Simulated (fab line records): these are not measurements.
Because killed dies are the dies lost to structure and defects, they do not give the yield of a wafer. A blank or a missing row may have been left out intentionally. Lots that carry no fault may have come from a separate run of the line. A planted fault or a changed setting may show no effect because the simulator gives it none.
A lot that was struck, set against a sound lot || flow n5Finfet || 39 steps out of a route of 1938
Sound: these wafers, L247.2, L247.3, L247.5. Struck: wafer L242.4 (left out: L242.1, L242.3 of the same lot, which were not struck); the cause appears at the end.
Order at every step that has rows: each side's tool, ch and its chambers, its first start. Under that, the readings that differ: sound wafers || struck wafers || difference of the means || sigmas: that difference in standard deviations of wafers without a fault.
alike: same words and numbers on both sides, and readings whose means sit less than 2 such deviations apart. not compared: any withheld reading, any reading some wafer has no value for, any bound like >300 that may hide the same value, and any number with overlapping values for which the record gives no deviation.
A row with sigmas, a row that says differs or no value, or rows on one side alone: a step with any of these is where the two part. When numbers do not overlap yet have no deviation, they are printed without sigmas and do not part them. A reading that every wafer of one side lacks parts them only if that side has two wafers or more.

first, 10 steps without rows for these wafers: N5_DUMMY_GATE_ETCH_23 (etches poly-Si in HBr/Cl2/O2, target depth 41 nm, time 22.3 s); N5_DUMMY_GATE_ETCH_44 (etches poly-Si in HBr/O2, stops on SiO2, target depth 127.5 nm); N5_DUMMY_GATE_ETCH_42 (etches SiO2 in CHF3/O2, target depth 3.5 nm, time 31 s); N5_DUMMY_GATE_STRIP_48 (strips in N2/H2, time 20 s); N5_DUMMY_GATE_PRECLEAN_33 (cleans in dHF, time 10 s); N5_DUMMY_GATE_PRECLEAN_25 (cleans in O3/DIW, time 45 s); N5_DUMMY_GATE_PRECLEAN_51 (cleans in SC2, time 45 s); N5_DUMMY_GATE_SRD_26 (time 30 s); N5_DUMMY_GATE_UV_OZONE_45 (time 120 s); N5_SPACER0_ALD_07 (deposits SiNx, target thk 2 nm).
N5_SPACER0_ALD_00: deposits SiOCN, target thk 3.5 nm, pulse time 3 s, purge time 2 s.
  sound on aldSin-01 ch 0,1,3, day 7 13:46; struck on aldSin-02 ch 1, day 6 06:45
{"reading": "aldCycles", "sound": "58 58 58", "struck": 41, "difference": -17, "sigmas": ""}
{"reading": "model.SiOCN_of_SPACER0_ALD_00.thkNm (nm)", "sound": "3.4 3.4 3.6", "struck": 2.4, "difference": -1.1, "sigmas": ""}
  alike: heaterPowerOuterW, heaterPowerW, precursorPulseHeightRel
then, 25 steps without rows for these wafers: N5_SPACER0_ALD_08 (deposits SiNx, target thk 2 nm); N5_SD_EPI_N_COAT_32 (time 60 s, resist thk 350 nm); N5_SD_EPI_N_COAT_33 (time 60 s, resist thk 35 nm); N5_SD_EPI_N_COAT_03 (resist thk 150 nm); N5_SD_EPI_N_EBR_05; N5_SD_EPI_N_SOFTBAKE_04 (time 60 s); N5_SD_EPI_N_EXPOSE_06 (exposes mask SD N BLK, target cd 120 nm); N5_SD_EPI_N_PEB_07 (peb time 60 s); N5_SD_EPI_N_DEVELOP_08 (develop time 30 s); N5_SD_EPI_N_DESCUM_14 (chemistry O2, time 7.9 s); N5_SD_EPI_N_ETCH_34 (etches SiARC in CF4, target depth 45.5 nm, time 75.8 s); N5_SD_EPI_N_ETCH_35 (etches SOC in N2/H2, overetch 108 nm, time 486 s); N5_SD_EPI_N_STRIP_36 (strips in N2/H2); N5_SD_EPI_N_ETCHBACK_44 (etches SiNx in CH3F/O2, stops on SiO2, target depth 14.5 nm); N5_SD_EPI_N_ETCH_45 (etches SiOCN in CH3F/O2, target depth 6 nm); N5_SD_EPI_N_ETCH_16 (etches SiO2 in CHF3/O2, target depth 5 nm); N5_SD_EPI_N_STRIP_47 (strips in CHF3/O2); N5_SD_EPI_N_SD_RECESS_17 (chemistry HBr/Cl2/O2, target depth 41 nm, time 23.7 s, bt time 3 s); N5_SD_EPI_N_STRIP_38 (strips in N2/H2); N5_SD_EPI_N_WET_ETCH_43 (etches SiO2 in dHF, time 14 s, target depth 1.5 nm); N5_SD_EPI_N_STRIP_18 (strips in SPM, time 750 s); N5_SD_EPI_N_SRD_20 (time 30 s); N5_SD_EPI_N_PRECLEAN_48 (cleans in NF3:NH3, afs cycles 2, time 20 s, sublimation time 60 s); N5_SD_EPI_N_VAPOR_ETCH_50 (etches Si in HCl, time 54 s); N5_SD_EPI_N_EPI_21 (deposits Si:P, time 690 s).
N5_SD_EPI_P_PRECLEAN_32: cleans in dHF, time 10 s.
  sound on wetBench-06 ch 0,3,5, day 7 22:43; struck on wetBench-06 ch 3, day 6 15:41
{"reading": "model.SiOCN_of_SPACER0_ALD_00.thkNm (nm)", "sound": "3.4 3.4 3.4", "struck": 2.4, "difference": -1.0, "sigmas": ""}
-- here the record skips 5 days between the struck wafers' starts before and after, leaving off in module SD_EPI_P and picking up in module BEOL_M4 (first step shown: number 1111 of the route) --
N5_BEOL_M4_RC_MEAS_101:
  sound on prober-01 ch 0, day 12 07:16; struck on prober-01 ch 0, day 11 07:11
{"reading": "DIBL_N (mV/V)", "sound": "36.2 36.5 36.6", "struck": 44.3, "difference": "+7.9", "sigmas": "+8"}
{"reading": "DIBL_P (mV/V)", "sound": "35.9 36.0 36.2", "struck": 43.2, "difference": "+7.2", "sigmas": "+5"}
{"reading": "IOFF_N (nA/um)", "sound": "0.151 0.153 0.152", "struck": 0.367, "difference": "+0.215", "sigmas": "+10"}
{"reading": "IOFF_N_85C (nA/um)", "sound": "2.9 3.0 2.9", "struck": 6.2, "difference": "+3.3", "sigmas": "+9"}
{"reading": "IOFF_N_LIN (nA/um)", "sound": "0.071 0.073 0.073", "struck": 0.139, "difference": "+0.067", "sigmas": "+8"}
{"reading": "IOFF_P (nA/um)", "sound": "0.209 0.212 0.218", "struck": 0.435, "difference": "+0.222", "sigmas": "+9"}
{"reading": "IOFF_P_85C (nA/um)", "sound": "3.7 3.6 3.7", "struck": 6.8, "difference": "+3.1", "sigmas": "+8"}
{"reading": "IOFF_P_LIN (nA/um)", "sound": "0.102 0.102 0.106", "struck": 0.179, "difference": "+0.076", "sigmas": "+8"}
{"reading": "ION_N (uA/um)", "sound": "676 676 670", "struck": 718, "difference": "+44", "sigmas": "+5"}
{"reading": "ION_P (uA/um)", "sound": "466 463 466", "struck": 486, "difference": "+21", "sigmas": "+3"}
{"reading": "REXT_N (ohm.um)", "sound": "73.8 73.8 74.9", "struck": 68.3, "difference": -5.9, "sigmas": -4}
{"reading": "REXT_P (ohm.um)", "sound": "101.0 100.0 100.8", "struck": 92.3, "difference": -8.3, "sigmas": -4}
{"reading": "SS_N (mV/dec)", "sound": "71.1 71.5 71.2", "struck": 73.3, "difference": "+2.0", "sigmas": "+4"}
{"reading": "SS_P (mV/dec)", "sound": "72.9 72.7 73.3", "struck": 74.8, "difference": "+1.8", "sigmas": "+4"}
{"reading": "VT_N (mV)", "sound": "249.4 250.3 250.0", "struck": 239.8, "difference": -10.1, "sigmas": -4}
{"reading": "VT_N_LVT (mV)", "sound": "98.1 97.5 97.0", "struck": 87.5, "difference": -10.0, "sigmas": -4}
{"reading": "VT_P (mV)", "sound": "-249.9 -248.4 -247.1", "struck": -237.3, "difference": "+11.2", "sigmas": "+4"}
{"reading": "VT_P_LVT (mV)", "sound": "-97.6 -96.9 -96.6", "struck": -87.2, "difference": "+9.8", "sigmas": "+4"}
-- here the record skips 4 days between the struck wafers' starts before and after, leaving off in module BEOL_M4 and picking up in module PASSIVATION (first step shown: number 1936 of the route) --
N5_PASSIVATION_PROBE_49:
  sound on prober-01 at day 16 13:29; struck on prober-01 at day 15 09:47
{"reading": "sort_bin_4_leakage (%)", "sound": "0 0 0", "struck": 7.54, "difference": "+7.54", "sigmas": ""}
{"reading": "sortNPass", "sound": "1068 1077 1049", "struck": 994, "difference": -71, "sigmas": -5}
{"reading": "sortYieldPct (%)", "sound": "90.5 91.3 88.9", "struck": 84.2, "difference": -6.0, "sigmas": -5}
  alike: defectLimitedYield, killed_at_M0_to_M3, killed_at_M4_up, killedAtContacts, killedAtFrontEnd, killedAtOther, killedDies, killedOpen, killedShort, sort_bin_5_function, sort_bin_6_memory

## WHERE THEY PART
Last at N5_PASSIVATION_PROBE_49 as far as this record goes, first at N5_BEOL_M4_RC_MEAS_101.

WHY: what had been put in by the simulator
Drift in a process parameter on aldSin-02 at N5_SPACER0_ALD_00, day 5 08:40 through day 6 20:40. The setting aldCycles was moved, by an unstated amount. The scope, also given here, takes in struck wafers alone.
